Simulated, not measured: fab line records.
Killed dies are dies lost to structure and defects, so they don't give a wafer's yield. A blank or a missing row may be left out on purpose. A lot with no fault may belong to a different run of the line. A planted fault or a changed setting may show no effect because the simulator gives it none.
fab line records :: flow n5-finfet
[record]
  lots = 13
  wafers = 39
  last-day = 17
route steps=1938 shown BEOL_M5@1175 PAD_METAL@1894 PASSIVATION@1936
lots that met no fault: from a run of the same line without faults
start-h: start of the lot's first displayed wafer, in hours after the record's first day :: wait-h: time in hours since the lot's previous step :: " unchanged from the row above :: L1.1+2: a row that stands for several wafers :: - either no value or no given start :: * or withheld: withheld :: < > ~ a bound
route shown NAME@n: names a module that has steps shown in the file, with the first one's number in the route :: usual: mean/standard deviation taken from wafers without a fault :: same: alike in all rows :: chamber/n: place in a boat :: sites: readings site by site :: _std_site: standard deviation of those values :: _edge_site: outer sites' mean less inner sites' :: radius-mm: how far each site lies from the wafer's centre :: mask NAME#n: copy n :: behind: the last tool/chamber to shape the wafer :: hold: why the lot went on hold/how many hours it stayed there/how the hold came to an end :: device: the transistor (n, p or np) that didn't switch :: end of line: tests of these same wafers at the route's end :: a step given without rows: its recipe and nothing more :: killed: not the wafer's yield, but the dies lost to structure and defects at the first sort :: map: a wafer's dies, marking killed ones x, the rest . and places with no die _
set.NAME: setting as actually run; set.NAME@STEP: the setting as run at that earlier step :: model.NAME: the simulator's own value behind a step, which no gauge read
the route's steps for a sample of lots (tables are steps, rows are wafers)
services: when a tool's chamber went out of use (start-h, in hours from the record's first day, below 0 if earlier), for how many hours, and the reason
[[steps]]
[step N5_BEOL_M5_SPUTTER_48]
[recipe]
  material = Cu
  target-thk-a = 150
  temp-c = -20
  chamber-pressure-pa = 0.07
  power-w = withheld
  time-s = 27.62
[usual]
  throttle-valve-pct = 30.0/1.4
lot.wafer: L426.3
tool: pvd-sputter-02
chamber: -
start-h: 172.29
wait-h: 1.5
throttle-valve-pct: 29.2

lot.wafer: L426.4
tool: pvd-sputter-02
chamber: -
start-h: 172.29
wait-h: 1.5
throttle-valve-pct: 30.4

lot.wafer: L426.5
tool: pvd-sputter-02
chamber: -
start-h: 172.29
wait-h: 1.5
throttle-valve-pct: 31.6

lot.wafer: L428.3
tool: pvd-sputter-02
chamber: -
start-h: 179.56
wait-h: 0.6
throttle-valve-pct: 30.3

lot.wafer: L428.5
tool: pvd-sputter-02
chamber: -
start-h: 179.56
wait-h: 0.6
throttle-valve-pct: 31.4

lot.wafer: L428.6
tool: pvd-sputter-02
chamber: -
start-h: 179.56
wait-h: 0.6
throttle-valve-pct: 29.3

lot.wafer: L430.2
tool: pvd-sputter-01
chamber: -
start-h: 188.02
wait-h: 0.1
throttle-valve-pct: 27.0

lot.wafer: L430.5
tool: pvd-sputter-01
chamber: -
start-h: 188.02
wait-h: 0.1
throttle-valve-pct: 27.1

lot.wafer: L430.6
tool: pvd-sputter-01
chamber: -
start-h: 188.02
wait-h: 0.1
throttle-valve-pct: 30.5

lot.wafer: L431.1
tool: pvd-sputter-02
chamber: -
start-h: 201.00
wait-h: 0.3
throttle-valve-pct: 31.4

lot.wafer: L431.2
tool: pvd-sputter-02
chamber: -
start-h: 201.00
wait-h: 0.3
throttle-valve-pct: 29.3

lot.wafer: L431.3
tool: pvd-sputter-02
chamber: -
start-h: 201.00
wait-h: 0.3
throttle-valve-pct: 30.6

lot.wafer: L432.2
tool: pvd-sputter-01
chamber: -
start-h: 208.55
wait-h: 0.1
throttle-valve-pct: 29.1

lot.wafer: L432.5
tool: pvd-sputter-01
chamber: -
start-h: 208.55
wait-h: 0.1
throttle-valve-pct: 30.4

lot.wafer: L432.6
tool: pvd-sputter-01
chamber: -
start-h: 208.55
wait-h: 0.1
throttle-valve-pct: 29.1

lot.wafer: L433.2
tool: pvd-sputter-03
chamber: -
start-h: 210.94
wait-h: 0.3
throttle-valve-pct: 30.0

lot.wafer: L433.4
tool: pvd-sputter-03
chamber: -
start-h: 210.94
wait-h: 0.3
throttle-valve-pct: 32.5

lot.wafer: L433.5
tool: pvd-sputter-03
chamber: -
start-h: 210.94
wait-h: 0.3
throttle-valve-pct: 28.1

lot.wafer: L435.1
tool: pvd-sputter-02
chamber: -
start-h: 224.72
wait-h: 0.1
throttle-valve-pct: 29.3

lot.wafer: L435.3
tool: pvd-sputter-02
chamber: -
start-h: 224.72
wait-h: 0.1
throttle-valve-pct: 31.7

lot.wafer: L435.4
tool: pvd-sputter-02
chamber: -
start-h: 224.72
wait-h: 0.1
throttle-valve-pct: 31.9

lot.wafer: L437.3
tool: pvd-sputter-02
chamber: -
start-h: 239.01
wait-h: 0.1
throttle-valve-pct: 29.4

lot.wafer: L437.5
tool: pvd-sputter-02
chamber: -
start-h: 239.01
wait-h: 0.1
throttle-valve-pct: 30.0

lot.wafer: L437.6
tool: pvd-sputter-02
chamber: -
start-h: 239.01
wait-h: 0.1
throttle-valve-pct: 31.4

lot.wafer: L441.1
tool: pvd-sputter-02
chamber: -
start-h: 259.67
wait-h: 0.2
throttle-valve-pct: 31.8

lot.wafer: L441.2
tool: pvd-sputter-02
chamber: -
start-h: 259.67
wait-h: 0.2
throttle-valve-pct: 30.0

lot.wafer: L441.3
tool: pvd-sputter-02
chamber: -
start-h: 259.67
wait-h: 0.2
throttle-valve-pct: 31.4

lot.wafer: L443.1
tool: pvd-sputter-01
chamber: -
start-h: 275.98
wait-h: 0.2
throttle-valve-pct: 30.9

lot.wafer: L443.5
tool: pvd-sputter-01
chamber: -
start-h: 275.98
wait-h: 0.2
throttle-valve-pct: 30.9

lot.wafer: L443.6
tool: pvd-sputter-01
chamber: -
start-h: 275.98
wait-h: 0.2
throttle-valve-pct: 27.5

lot.wafer: L447.1
tool: pvd-sputter-02
chamber: -
start-h: 301.67
wait-h: 0.2
throttle-valve-pct: 30.0

lot.wafer: L447.3
tool: pvd-sputter-02
chamber: -
start-h: 301.67
wait-h: 0.2
throttle-valve-pct: 29.6

lot.wafer: L447.4
tool: pvd-sputter-02
chamber: -
start-h: 301.67
wait-h: 0.2
throttle-valve-pct: 31.6

lot.wafer: L448.2
tool: pvd-sputter-01
chamber: -
start-h: 307.61
wait-h: 0.2
throttle-valve-pct: 30.6

lot.wafer: L448.3
tool: pvd-sputter-01
chamber: -
start-h: 307.61
wait-h: 0.2
throttle-valve-pct: 30.5

lot.wafer: L448.6
tool: pvd-sputter-01
chamber: -
start-h: 307.61
wait-h: 0.2
throttle-valve-pct: 28.9

lot.wafer: L449.3
tool: pvd-sputter-02
chamber: -
start-h: 318.14
wait-h: 0.2
throttle-valve-pct: 31.5

lot.wafer: L449.5
tool: pvd-sputter-02
chamber: -
start-h: 318.14
wait-h: 0.2
throttle-valve-pct: 29.4

lot.wafer: L449.6
tool: pvd-sputter-02
chamber: -
start-h: 318.14
wait-h: 0.2
throttle-valve-pct: 31.7
[step N5_PASSIVATION_PRE_CLEAN_19]
[recipe]
  gas = H2/He
  time-s = *
  temp-c = *
[usual]
  heater-power-w = 455/46
lot.wafer: L426.3
tool: pvd-sputter-03
chamber: -
start-h: 262.98
wait-h: 0.0
heater-power-w: 426

lot.wafer: L426.4
tool: pvd-sputter-03
chamber: -
start-h: 262.98
wait-h: 0.0
heater-power-w: 414

lot.wafer: L426.5
tool: pvd-sputter-03
chamber: -
start-h: 262.98
wait-h: 0.0
heater-power-w: 421

lot.wafer: L428.3
tool: pvd-sputter-02
chamber: -
start-h: 268.73
wait-h: 0.0
heater-power-w: 477

lot.wafer: L428.5
tool: pvd-sputter-02
chamber: -
start-h: 268.73
wait-h: 0.0
heater-power-w: 495

lot.wafer: L428.6
tool: pvd-sputter-02
chamber: -
start-h: 268.73
wait-h: 0.0
heater-power-w: 433

lot.wafer: L430.2
tool: pvd-sputter-03
chamber: -
start-h: 281.11
wait-h: 0.0
heater-power-w: 444

lot.wafer: L430.5
tool: pvd-sputter-03
chamber: -
start-h: 281.11
wait-h: 0.0
heater-power-w: 426

lot.wafer: L430.6
tool: pvd-sputter-03
chamber: -
start-h: 281.11
wait-h: 0.0
heater-power-w: 455

lot.wafer: L431.1
tool: pvd-sputter-02
chamber: -
start-h: 291.87
wait-h: 0.0
heater-power-w: 478

lot.wafer: L431.2
tool: pvd-sputter-02
chamber: -
start-h: 291.87
wait-h: 0.0
heater-power-w: 566

lot.wafer: L431.3
tool: pvd-sputter-02
chamber: -
start-h: 291.87
wait-h: 0.0
heater-power-w: 497

lot.wafer: L433.2
tool: pvd-sputter-01
chamber: -
start-h: 300.42
wait-h: 0.0
heater-power-w: 408

lot.wafer: L433.4
tool: pvd-sputter-01
chamber: -
start-h: 300.42
wait-h: 0.0
heater-power-w: 416

lot.wafer: L433.5
tool: pvd-sputter-01
chamber: -
start-h: 300.42
wait-h: 0.0
heater-power-w: 533

lot.wafer: L432.2
tool: pvd-sputter-02
chamber: -
start-h: 301.14
wait-h: 0.0
heater-power-w: 416

lot.wafer: L432.5
tool: pvd-sputter-02
chamber: -
start-h: 301.14
wait-h: 0.0
heater-power-w: 480

lot.wafer: L432.6
tool: pvd-sputter-02
chamber: -
start-h: 301.14
wait-h: 0.0
heater-power-w: 436

lot.wafer: L435.1
tool: pvd-sputter-02
chamber: -
start-h: 316.88
wait-h: 0.0
heater-power-w: 487

lot.wafer: L435.3
tool: pvd-sputter-02
chamber: -
start-h: 316.88
wait-h: 0.0
heater-power-w: 495

lot.wafer: L435.4
tool: pvd-sputter-02
chamber: -
start-h: 316.88
wait-h: 0.0
heater-power-w: 450

lot.wafer: L437.3
tool: pvd-sputter-02
chamber: -
start-h: 329.43
wait-h: 0.0
heater-power-w: 477

lot.wafer: L437.5
tool: pvd-sputter-02
chamber: -
start-h: 329.43
wait-h: 0.0
heater-power-w: 562

lot.wafer: L437.6
tool: pvd-sputter-02
chamber: -
start-h: 329.43
wait-h: 0.0
heater-power-w: 495

lot.wafer: L441.1
tool: pvd-sputter-01
chamber: -
start-h: 353.97
wait-h: 0.0
heater-power-w: 438

lot.wafer: L441.2
tool: pvd-sputter-01
chamber: -
start-h: 353.97
wait-h: 0.0
heater-power-w: 421

lot.wafer: L441.3
tool: pvd-sputter-01
chamber: -
start-h: 353.97
wait-h: 0.0
heater-power-w: 519

lot.wafer: L443.1
tool: pvd-sputter-01
chamber: -
start-h: 356.67
wait-h: 0.0
heater-power-w: 517

lot.wafer: L443.5
tool: pvd-sputter-01
chamber: -
start-h: 356.67
wait-h: 0.0
heater-power-w: 400

lot.wafer: L443.6
tool: pvd-sputter-01
chamber: -
start-h: 356.67
wait-h: 0.0
heater-power-w: 431

lot.wafer: L447.1
tool: pvd-sputter-01
chamber: -
start-h: 389.50
wait-h: 0.0
heater-power-w: 406

lot.wafer: L447.3
tool: pvd-sputter-01
chamber: -
start-h: 389.50
wait-h: 0.0
heater-power-w: 536

lot.wafer: L447.4
tool: pvd-sputter-01
chamber: -
start-h: 389.50
wait-h: 0.0
heater-power-w: 408

lot.wafer: L448.2
tool: pvd-sputter-03
chamber: -
start-h: 389.50
wait-h: 0.0
heater-power-w: 411

lot.wafer: L448.3
tool: pvd-sputter-03
chamber: -
start-h: 389.50
wait-h: 0.0
heater-power-w: 456

lot.wafer: L448.6
tool: pvd-sputter-03
chamber: -
start-h: 389.50
wait-h: 0.0
heater-power-w: 408

lot.wafer: L449.3
tool: pvd-sputter-03
chamber: -
start-h: 412.59
wait-h: 0.0
heater-power-w: 414

lot.wafer: L449.5
tool: pvd-sputter-03
chamber: -
start-h: 412.59
wait-h: 0.0
heater-power-w: 450

lot.wafer: L449.6
tool: pvd-sputter-03
chamber: -
start-h: 412.59
wait-h: 0.0
heater-power-w: 417
[step N5_PASSIVATION_AL_DEP_21]
[recipe]
  material = Al
  target-thk-a = 28000
  temp-c = 400
  time-s = 170
  power-w = 30000
  chamber-pressure-pa = 0.4
  gas = Ar
[usual]
  throttle-valve-pct = 30.0/1.5
lot.wafer: L426.3
tool: pvd-sputter-03
chamber: -
start-h: 263.12
wait-h: 0.1
throttle-valve-pct: 28.5

lot.wafer: L426.4
tool: pvd-sputter-03
chamber: -
start-h: 263.12
wait-h: 0.1
throttle-valve-pct: 32.5

lot.wafer: L426.5
tool: pvd-sputter-03
chamber: -
start-h: 263.12
wait-h: 0.1
throttle-valve-pct: 28.7

lot.wafer: L428.3
tool: pvd-sputter-02
chamber: -
start-h: 268.87
wait-h: 0.1
throttle-valve-pct: 31.6

lot.wafer: L428.5
tool: pvd-sputter-02
chamber: -
start-h: 268.87
wait-h: 0.1
throttle-valve-pct: 31.8

lot.wafer: L428.6
tool: pvd-sputter-02
chamber: -
start-h: 268.87
wait-h: 0.1
throttle-valve-pct: 30.5

lot.wafer: L430.2
tool: pvd-sputter-03
chamber: -
start-h: 281.25
wait-h: 0.1
throttle-valve-pct: 30.1

lot.wafer: L430.5
tool: pvd-sputter-03
chamber: -
start-h: 281.25
wait-h: 0.1
throttle-valve-pct: 29.0

lot.wafer: L430.6
tool: pvd-sputter-03
chamber: -
start-h: 281.25
wait-h: 0.1
throttle-valve-pct: 30.0

lot.wafer: L431.1
tool: pvd-sputter-02
chamber: -
start-h: 292.01
wait-h: 0.1
throttle-valve-pct: 31.6

lot.wafer: L431.2
tool: pvd-sputter-02
chamber: -
start-h: 292.01
wait-h: 0.1
throttle-valve-pct: 29.5

lot.wafer: L431.3
tool: pvd-sputter-02
chamber: -
start-h: 292.01
wait-h: 0.1
throttle-valve-pct: 31.7

lot.wafer: L433.2
tool: pvd-sputter-01
chamber: -
start-h: 300.56
wait-h: 0.1
throttle-valve-pct: 27.3

lot.wafer: L433.4
tool: pvd-sputter-01
chamber: -
start-h: 300.56
wait-h: 0.1
throttle-valve-pct: 28.9

lot.wafer: L433.5
tool: pvd-sputter-01
chamber: -
start-h: 300.56
wait-h: 0.1
throttle-valve-pct: 30.7

lot.wafer: L432.2
tool: pvd-sputter-02
chamber: -
start-h: 301.28
wait-h: 0.1
throttle-valve-pct: 30.4

lot.wafer: L432.5
tool: pvd-sputter-02
chamber: -
start-h: 301.28
wait-h: 0.1
throttle-valve-pct: 31.5

lot.wafer: L432.6
tool: pvd-sputter-02
chamber: -
start-h: 301.28
wait-h: 0.1
throttle-valve-pct: 30.4

lot.wafer: L435.1
tool: pvd-sputter-02
chamber: -
start-h: 317.02
wait-h: 0.1
throttle-valve-pct: 31.6

lot.wafer: L435.3
tool: pvd-sputter-02
chamber: -
start-h: 317.02
wait-h: 0.1
throttle-valve-pct: 31.4

lot.wafer: L435.4
tool: pvd-sputter-02
chamber: -
start-h: 317.02
wait-h: 0.1
throttle-valve-pct: 30.2

lot.wafer: L437.3
tool: pvd-sputter-02
chamber: -
start-h: 329.57
wait-h: 0.1
throttle-valve-pct: 31.5

lot.wafer: L437.5
tool: pvd-sputter-02
chamber: -
start-h: 329.57
wait-h: 0.1
throttle-valve-pct: 29.5

lot.wafer: L437.6
tool: pvd-sputter-02
chamber: -
start-h: 329.57
wait-h: 0.1
throttle-valve-pct: 31.7

lot.wafer: L441.1
tool: pvd-sputter-01
chamber: -
start-h: 354.11
wait-h: 0.1
throttle-valve-pct: 30.6

lot.wafer: L441.2
tool: pvd-sputter-01
chamber: -
start-h: 354.11
wait-h: 0.1
throttle-valve-pct: 29.0

lot.wafer: L441.3
tool: pvd-sputter-01
chamber: -
start-h: 354.11
wait-h: 0.1
throttle-valve-pct: 30.8

lot.wafer: L443.1
tool: pvd-sputter-01
chamber: -
start-h: 356.81
wait-h: 0.1
throttle-valve-pct: 30.7

lot.wafer: L443.5
tool: pvd-sputter-01
chamber: -
start-h: 356.81
wait-h: 0.1
throttle-valve-pct: 29.2

lot.wafer: L443.6
tool: pvd-sputter-01
chamber: -
start-h: 356.81
wait-h: 0.1
throttle-valve-pct: 30.7

lot.wafer: L447.1
tool: pvd-sputter-01
chamber: -
start-h: 389.64
wait-h: 0.1
throttle-valve-pct: 27.2

lot.wafer: L447.3
tool: pvd-sputter-01
chamber: -
start-h: 389.64
wait-h: 0.1
throttle-valve-pct: 30.6

lot.wafer: L447.4
tool: pvd-sputter-01
chamber: -
start-h: 389.64
wait-h: 0.1
throttle-valve-pct: 29.1

lot.wafer: L448.2
tool: pvd-sputter-03
chamber: -
start-h: 389.64
wait-h: 0.1
throttle-valve-pct: 32.4

lot.wafer: L448.3
tool: pvd-sputter-03
chamber: -
start-h: 389.64
wait-h: 0.1
throttle-valve-pct: 29.6

lot.wafer: L448.6
tool: pvd-sputter-03
chamber: -
start-h: 389.64
wait-h: 0.1
throttle-valve-pct: 28.1

lot.wafer: L449.3
tool: pvd-sputter-03
chamber: -
start-h: 412.73
wait-h: 0.1
throttle-valve-pct: 28.1

lot.wafer: L449.5
tool: pvd-sputter-03
chamber: -
start-h: 412.73
wait-h: 0.1
throttle-valve-pct: 29.9

lot.wafer: L449.6
tool: pvd-sputter-03
chamber: -
start-h: 412.73
wait-h: 0.1
throttle-valve-pct: 28.1
[step N5_PASSIVATION_PROBE_49]
[usual]
  defect-limited-yield = 91.0/1.4
  killed_at_M0_to_M3 = 36/11
  killed_at_M4_up = 13/5.4
  killed-at-contacts = 12/6.4
  killed-at-front-end = 41/13
  killed-at-other = 2.9/2.3
  killed-dies = 106/17
  killed-open = 70/12
  killed-short = 34/8.4
  sort_bin_4_leakage = 0.01/0.057
  sort_bin_5_function = 5.2/1
  sort_bin_6_memory = 3.4/0.63
  sort_bin_8_speed = 0.1/0.49
  sort-n-pass = 1074/18
  sort-yield-pct = 91.0/1.6
[same]
  gross-dies = 1180
  killed-at-back-side = 0
lot.wafer: L431.1
tool: prober-02
chamber: -
start-h: 297.53
wait-h: 0.0
defect-limited-yield[%]: 90.2
killed_at_M0_to_M3: 25
killed_at_M4_up: 12
killed-at-contacts: 15
killed-at-front-end: 64
killed-at-other: 0
killed-dies: 116
killed-open: 71
killed-short: 43
sort_bin_4_leakage[%]: 0
sort_bin_5_function[%]: 6.1
sort_bin_6_memory[%]: 3.2
sort_bin_8_speed[%]: 0
sort-n-pass: 1064
sort-yield-pct[%]: 90.2

lot.wafer: L431.2
tool: prober-02
chamber: -
start-h: 297.58
wait-h: 0.1
defect-limited-yield[%]: 88.6
killed_at_M0_to_M3: 33
killed_at_M4_up: 18
killed-at-contacts: 13
killed-at-front-end: 69
killed-at-other: 1
killed-dies: 134
killed-open: 95
killed-short: 39
sort_bin_4_leakage[%]: 0
sort_bin_5_function[%]: 6.9
sort_bin_6_memory[%]: 4.1
sort_bin_8_speed[%]: 0
sort-n-pass: 1046
sort-yield-pct[%]: 88.6

lot.wafer: L431.3
tool: prober-02
chamber: -
start-h: 297.63
wait-h: 0.1
defect-limited-yield[%]: 89.3
killed_at_M0_to_M3: 31
killed_at_M4_up: 13
killed-at-contacts: 4
killed-at-front-end: 75
killed-at-other: 3
killed-dies: 126
killed-open: 77
killed-short: 41
sort_bin_4_leakage[%]: 0
sort_bin_5_function[%]: 5.7
sort_bin_6_memory[%]: 3.9
sort_bin_8_speed[%]: 0
sort-n-pass: 1054
sort-yield-pct[%]: 89.3

lot.wafer: L432.2
tool: prober-02
chamber: -
start-h: 306.69
wait-h: 0.1
defect-limited-yield[%]: 92.8
killed_at_M0_to_M3: 35
killed_at_M4_up: 9
killed-at-contacts: 4
killed-at-front-end: 33
killed-at-other: 4
killed-dies: 85
killed-open: 62
killed-short: 23
sort_bin_4_leakage[%]: 0
sort_bin_5_function[%]: 4.0
sort_bin_6_memory[%]: 3.1
sort_bin_8_speed[%]: 0
sort-n-pass: 1095
sort-yield-pct[%]: 92.8

lot.wafer: L432.5
tool: prober-02
chamber: -
start-h: 306.84
wait-h: 0.2
defect-limited-yield[%]: 91.9
killed_at_M0_to_M3: 37
killed_at_M4_up: 10
killed-at-contacts: 12
killed-at-front-end: 33
killed-at-other: 3
killed-dies: 95
killed-open: 63
killed-short: 32
sort_bin_4_leakage[%]: 0
sort_bin_5_function[%]: 4.8
sort_bin_6_memory[%]: 2.9
sort_bin_8_speed[%]: 0
sort-n-pass: 1085
sort-yield-pct[%]: 91.9

lot.wafer: L432.6
tool: prober-02
chamber: -
start-h: 306.89
wait-h: 0.3
defect-limited-yield[%]: 91.4
killed_at_M0_to_M3: 38
killed_at_M4_up: 18
killed-at-contacts: 11
killed-at-front-end: 34
killed-at-other: 1
killed-dies: 102
killed-open: 67
killed-short: 35
sort_bin_4_leakage[%]: 0
sort_bin_5_function[%]: 4.8
sort_bin_6_memory[%]: 3.3
sort_bin_8_speed[%]: 0
sort-n-pass: 1078
sort-yield-pct[%]: 91.4

lot.wafer: L443.1
tool: prober-02
chamber: -
start-h: 362.40
wait-h: 0.0
defect-limited-yield[%]: 94.0
killed_at_M0_to_M3: 24
killed_at_M4_up: 3
killed-at-contacts: 9
killed-at-front-end: 33
killed-at-other: 2
killed-dies: 71
killed-open: 46
killed-short: 22
sort_bin_4_leakage[%]: 0
sort_bin_5_function[%]: 3.4
sort_bin_6_memory[%]: 2.5
sort_bin_8_speed[%]: 0
sort-n-pass: 1109
sort-yield-pct[%]: 94.0

lot.wafer: L447.1
tool: prober-02
chamber: -
start-h: 395.36
wait-h: 0.0
defect-limited-yield[%]: 80.4
killed_at_M0_to_M3: 26
killed_at_M4_up: 155
killed-at-contacts: 8
killed-at-front-end: 40
killed-at-other: 2
killed-dies: 231
killed-open: 68
killed-short: 16
sort_bin_4_leakage[%]: 0
sort_bin_5_function[%]: 11.9
sort_bin_6_memory[%]: 3.5
sort_bin_8_speed[%]: 0
sort-n-pass: 949
sort-yield-pct[%]: 80.4

lot.wafer: L447.3
tool: prober-02
chamber: -
start-h: 395.46
wait-h: 0.1
defect-limited-yield[%]: 81.0
killed_at_M0_to_M3: 17
killed_at_M4_up: 153
killed-at-contacts: 10
killed-at-front-end: 38
killed-at-other: 6
killed-dies: 224
killed-open: 55
killed-short: 20
sort_bin_4_leakage[%]: 0
sort_bin_5_function[%]: 11.2
sort_bin_6_memory[%]: 4.2
sort_bin_8_speed[%]: 0
sort-n-pass: 956
sort-yield-pct[%]: 81.0

lot.wafer: L447.4
tool: prober-02
chamber: -
start-h: 395.51
wait-h: 0.2
defect-limited-yield[%]: 82.4
killed_at_M0_to_M3: 24
killed_at_M4_up: 146
killed-at-contacts: 7
killed-at-front-end: 28
killed-at-other: 3
killed-dies: 208
killed-open: 47
killed-short: 22
sort_bin_4_leakage[%]: 0
sort_bin_5_function[%]: 10.5
sort_bin_6_memory[%]: 2.8
sort_bin_8_speed[%]: 0
sort-n-pass: 972
sort-yield-pct[%]: 82.4

lot.wafer: L449.3
tool: prober-02
chamber: -
start-h: 418.40
wait-h: 0.1
defect-limited-yield[%]: 82.2
killed_at_M0_to_M3: 21
killed_at_M4_up: 155
killed-at-contacts: 7
killed-at-front-end: 27
killed-at-other: 0
killed-dies: 210
killed-open: 57
killed-short: 16
sort_bin_4_leakage[%]: 0
sort_bin_5_function[%]: 11.0
sort_bin_6_memory[%]: 3.2
sort_bin_8_speed[%]: 0
sort-n-pass: 970
sort-yield-pct[%]: 82.2

lot.wafer: L449.5
tool: prober-02
chamber: -
start-h: 418.50
wait-h: 0.2
defect-limited-yield[%]: 78.9
killed_at_M0_to_M3: 49
killed_at_M4_up: 156
killed-at-contacts: 3
killed-at-front-end: 37
killed-at-other: 4
killed-dies: 249
killed-open: 69
killed-short: 31
sort_bin_4_leakage[%]: 0
sort_bin_5_function[%]: 11.9
sort_bin_6_memory[%]: 5.0
sort_bin_8_speed[%]: 0
sort-n-pass: 931
sort-yield-pct[%]: 78.9

lot.wafer: L449.6
tool: prober-02
chamber: -
start-h: 418.55
wait-h: 0.3
defect-limited-yield[%]: 82.3
killed_at_M0_to_M3: 29
killed_at_M4_up: 152
killed-at-contacts: 3
killed-at-front-end: 17
killed-at-other: 8
killed-dies: 209
killed-open: 46
killed-short: 22
sort_bin_4_leakage[%]: 0
sort_bin_5_function[%]: 10.2
sort_bin_6_memory[%]: 3.7
sort_bin_8_speed[%]: 0
sort-n-pass: 971
sort-yield-pct[%]: 82.3
// killed by level:class
L431.1 FIN_SAQP:geometric-particle:short=14 STI_FIN_REVEAL:geometric-particle:open=13 FIN_SAQP:geometric-particle:open=12 MOL_CONTACT_COAG:geometric-particle:open=9 BEOL_M3:geometric-particle:open=8 BEOL_M4:geometric-particle:open=7 BEOL_M0_SAQP:geometric-particle:open=6 STI_FIN_REVEAL:geometric-particle:short=5
L431.2 FIN_SAQP:geometric-particle:short=20 STI_FIN_REVEAL:geometric-particle:open=20 FIN_SAQP:geometric-particle:open=13 BEOL_M3:geometric-particle:open=13 MOL_CONTACT_COAG:geometric-particle:open=10 BEOL_M4:geometric-particle:open=10 BEOL_M2:geometric-particle:open=6 BEOL_M0_SAQP:geometric-particle:open=5
L431.3 STI_FIN_REVEAL:geometric-particle:open=18 FIN_SAQP:geometric-particle:short=14 FIN_SAQP:geometric-particle:open=13 BEOL_M0_SAQP:geometric-particle:open=9 BEOL_M3:geometric-particle:open=8 HKMG_FIN:area-etch=7 STI_FIN_REVEAL:geometric-particle:short=5 BEOL_M0_SAQP:geometric-particle:short=5
L432.2 BEOL_M3:geometric-particle:open=19 FIN_SAQP:geometric-particle:open=10 GATE_CUT:geometric-particle:short=8 BEOL_M1:geometric-particle:open=4 BEOL_M3:geometric-particle:short=4 BEOL_M4:geometric-particle:open=4 GATE_CUT:geometric-particle:open=3 MOL_CONTACT_COAG:geometric-particle:open=3
L432.5 FIN_SAQP:geometric-particle:open=11 BEOL_M3:geometric-particle:open=11 BEOL_M0_SAQP:geometric-particle:open=10 MOL_CONTACT_COAG:geometric-particle:open=9 BEOL_M0_SAQP:geometric-particle:short=7 BEOL_M4:geometric-particle:open=6 FIN_SAQP:geometric-particle:short=5 STI_FIN_REVEAL:geometric-particle:open=5
L432.6 BEOL_M0_SAQP:geometric-particle:short=10 BEOL_M0_SAQP:geometric-particle:open=9 MOL_CONTACT_COAG:geometric-particle:open=8 BEOL_M4:geometric-particle:open=8 BEOL_M3:geometric-particle:open=6 FIN_SAQP:geometric-particle:open=5 GATE_CUT:geometric-particle:open=5 STARTING-WAFER:geometric-particle:open=5
L443.1 BEOL_M2:geometric-particle:open=10 FIN_SAQP:geometric-particle:open=8 MOL_CONTACT_COAG:geometric-particle:open=7 BEOL_M0_SAQP:geometric-particle:short=5 FIN_SAQP:geometric-particle:short=4 BEOL_M1:geometric-particle:open=4 DUMMY_GATE:geometric-particle:open=3 ILD0:geometric-particle:open=3
L447.1 BEOL_M5:unspecified=147 STI_FIN_REVEAL:geometric-particle:open=14 BEOL_M3:geometric-particle:open=10 FIN_SAQP:geometric-particle:open=9 MOL_CONTACT_COAG:geometric-particle:open=8 BEOL_M0:geometric-particle:open=4 FIN_SAQP:geometric-particle:short=3 STI_FIN_REVEAL:geometric-particle:short=3
L447.3 BEOL_M5:unspecified=149 FIN_SAQP:geometric-particle:open=9 MOL_CONTACT_COAG:geometric-particle:open=8 STI_FIN_REVEAL:geometric-particle:open=8 BEOL_M1:geometric-particle:open=8 BEOL_M3:geometric-particle:open=5 STARTING-WAFER:geometric-particle:open=5 ILD0:geometric-particle:open=4
L447.4 BEOL_M5:unspecified=133 BEOL_M3:geometric-particle:open=9 FIN_SAQP:geometric-particle:open=6 STI_FIN_REVEAL:geometric-particle:open=5 HKMG_FIN:area-etch=5 MOL_CONTACT_COAG:geometric-particle:short=4 BEOL_M2:geometric-particle:open=3 GATE_CUT:geometric-particle:short=3
L449.3 BEOL_M5:unspecified=136 BEOL_M4:geometric-particle:open=12 DUMMY_GATE:geometric-particle:open=6 MOL_CONTACT_COAG:geometric-particle:open=6 BEOL_M0_SAQP:geometric-particle:open=6 FIN_SAQP:geometric-particle:short=4 FIN_SAQP:geometric-particle:open=4 BEOL_M2:geometric-particle:open=4
L449.5 BEOL_M5:unspecified=149 FIN_SAQP:geometric-particle:open=14 BEOL_M1:geometric-particle:open=12 BEOL_M0_SAQP:geometric-particle:open=10 BEOL_M0_SAQP:geometric-particle:short=10 STARTING-WAFER:geometric-particle:open=7 FIN_SAQP:geometric-particle:short=6 BEOL_M0:geometric-particle:open=5
L449.6 BEOL_M5:unspecified=139 BEOL_M0_SAQP:geometric-particle:open=6 BEOL_M0:geometric-particle:open=6 BEOL_M8:geometric-particle:open=6 FIN_SAQP:geometric-particle:short=4 BEOL_M3:geometric-particle:open=4 MIM_TOP_ETCH:geometric-particle:short=4 STI_FIN_REVEAL:geometric-particle:open=3
[[services]]
tool: pvd-sputter-01
chamber: -
start-h: 359.18
hours: 6.8
kind: repair

tool: pvd-sputter-01
chamber: -
start-h: 375.36
hours: 8.1
kind: repair

tool: pvd-sputter-03
chamber: -
start-h: 385.54
hours: 2.5
kind: repair

tool: pvd-sputter-01
chamber: -
start-h: 388.63
hours: 0.7
kind: repair

tool: pvd-sputter-03
chamber: -
start-h: 390.48
hours: 8.5
kind: repair
[[key]]
[first-sign]
  step = N5_PASSIVATION_PROBE_49
  reading = killed_at_M4_up
  direction = up
  sigmas = 26
  usual = 13
  struck = 153
[effect]
  step = N5_PASSIVATION_PROBE_49
  reading = defect-limited-yield
  direction = down
  sigmas = 6.9
  usual = 91.0
  struck = 81.2
[more-kills-born-at]
  N5_BEOL_M5_SPUTTER_48@pvd-sputter-02 = 853
met-at N5_BEOL_M5_SPUTTER_48
struck-lots L447,L449
not-acting-at N5_PASSIVATION_PRE_CLEAN_19,N5_PASSIVATION_AL_DEP_21
onset-between 259.67 301.67
[fault]
  kind = chamber-particle-source
  tool = pvd-sputter-02
  chamber = -
  onset-h = 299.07
  steps = N5_BEOL_M5_SPUTTER_48
  rate-per-visit-cm2 = 1.8821
  end-h = 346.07
